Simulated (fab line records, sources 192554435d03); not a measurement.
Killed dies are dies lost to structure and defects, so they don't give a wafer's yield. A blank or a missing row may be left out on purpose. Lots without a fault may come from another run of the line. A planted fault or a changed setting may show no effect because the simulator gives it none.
Split-lot experiment | flow n5_finfet | 7 lots, 21 wafers read, on a route of 1938 steps

THE SPLIT
At N5_SDB_COAT_03 (time 60 s, resist thk 100 nm), the setting spin_rpm was moved away from the recipe's 1500 rpm on 4 of the 21 wafers read, by -7.4% to +7.3%. The other wafers ran this setting at the recipe's value.

FROM THE SPLIT TO THE READING: what the file shows between them, 7 steps
- N5_SDB_COAT_04: time 60 s, resist thk 18 nm
- N5_SDB_COAT_05: resist thk 90 nm
- N5_SDB_DESCUM_16: chemistry O2, time 7.9 s
- N5_SDB_ETCH_17: etches SiARC in CF4, target depth 23.4 nm, time 39 s
- N5_SDB_ETCH_18: etches SOC in N2/H2, target depth 100 nm, overetch 20 nm, time 150 s
- N5_SDB_STRIP_19: strips in N2/H2
- N5_SDB_STRIP_21: strips in CF4

THE READING
SOC_of_SDB_COAT_03.thk_nm (the simulator's own value, which no gauge read), in nm, at N5_SDB_HM_OPEN_20 (chemistry CH3F/O2, target SiNx, stops on poly-Si, target depth 24 nm). The file gives no usual value for it. The 17 wafers here that ran the recipe average 84.2 nm, standard deviation 0.34 nm.

wafer  | tool, chamber at the split | spin_rpm as run, rpm | against the recipe | SOC_of_SDB_COAT_03.thk_nm, nm | against lot-mates on the recipe
L079.2 | litho_track-04, 0          | 1500                 | recipe             | 84.4                          | -
L079.4 | litho_track-04, 0          | 1500                 | recipe             | 84.4                          | -
L079.5 | litho_track-04, 0          | 1500                 | recipe             | 84.4                          | -
L081.3 | litho_track-04, 0          | 1500                 | recipe             | 83.8                          | -
L081.4 | litho_track-04, 0          | 1500                 | recipe             | 84.6                          | -
L081.5 | litho_track-04, 0          | 1500                 | recipe             | 84.2                          | -
L082.1 | litho_track-04, 0          | 1500                 | recipe             | 83.6                          | -
L082.4 | litho_track-04, 0          | 1500                 | recipe             | 84.2                          | -
L082.5 | litho_track-04, 0          | 1500                 | recipe             | 84.2                          | -
L083.1 | litho_track-05, 0          | 1500                 | recipe             | 84                            | -
L083.3 | litho_track-05, 0          | 1389                 | -7.4%              | 87.8                          | +3.7
L083.5 | litho_track-05, 0          | 1500                 | recipe             | 84.2                          | -
L088.2 | litho_track-05, 0          | 1500                 | recipe             | 84.6                          | -
L088.3 | litho_track-05, 0          | 1500                 | recipe             | 84.4                          | -
L088.6 | litho_track-05, 0          | 1500                 | recipe             | 84.2                          | -
L089.4 | litho_track-05, 0          | 1609                 | +7.3%              | 80.6                          | -4.0
L089.5 | litho_track-05, 0          | 1500                 | recipe             | 84.6                          | -
L089.6 | litho_track-05, 0          | 1609                 | +7.3%              | 80.2                          | -4.4
L091.3 | litho_track-04, 0          | 1591                 | +6.1%              | 80.8                          | -2.8
L091.4 | litho_track-04, 0          | 1500                 | recipe             | 83.6                          | -
L091.6 | litho_track-04, 0          | 1500                 | recipe             | 83.6                          | -

THE FIT
A straight line over all 21 wafers: SOC_of_SDB_COAT_03.thk_nm changes by -0.517 nm for each +1% of spin_rpm; r = -0.98; the points scatter about the line by 0.33 nm.
The same after taking each lot's own level away (the mean of its wafers on the recipe; 21 wafers): -0.533 nm for each +1%; r = -0.99; scatter 0.25 nm.
On that fit, the largest move of spin_rpm shifts the reading by 3.9 nm.
The lots' own levels span 83.60 to 84.60 nm, that is 3.0 times the standard deviation above.
So the lot-to-lot level changes the slope little: the two slopes agree.
Check: with one of the wafers moved furthest among these (-7.4%) left out of the fit, the line predicts +4.06 nm for it against its lot-mates. It came out at +3.7 nm against them.

THE WHOLE CHAIN: every reading that the file lists as answering this split, in the file's order
step              | what it does                                                         | reading                                                                    | change (the file's fit)               | r (the file's)
N5_SDB_COAT_03    | time 60 s, resist thk 100 nm                                         | SOC_of_SDB_COAT_03.thk_nm (the simulator's own value, which no gauge read) | -0.482 nm for each +1% of the setting | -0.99
N5_SDB_ETCH_18    | etches SOC in N2/H2, target depth 100 nm, overetch 20 nm, time 150 s | etch.depth_nm (the simulator's own value, which no gauge read)             | -0.477 nm for each +1% of the setting | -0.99
N5_SDB_HM_OPEN_20 | chemistry CH3F/O2, target SiNx, stops on poly-Si, target depth 24 nm | SOC_of_SDB_COAT_03.thk_nm (the simulator's own value, which no gauge read) | -0.519 nm for each +1% of the setting | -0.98
N5_SDB_STRIP_22   | strips in N2/H2                                                      | strip_time_to_endpoint_s                                                   | withheld for each +1% of the setting  | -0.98

THE FILE'S OWN FIT
SOC_of_SDB_COAT_03.thk_nm changes by -0.519 nm for each +1% of spin_rpm, r = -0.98.
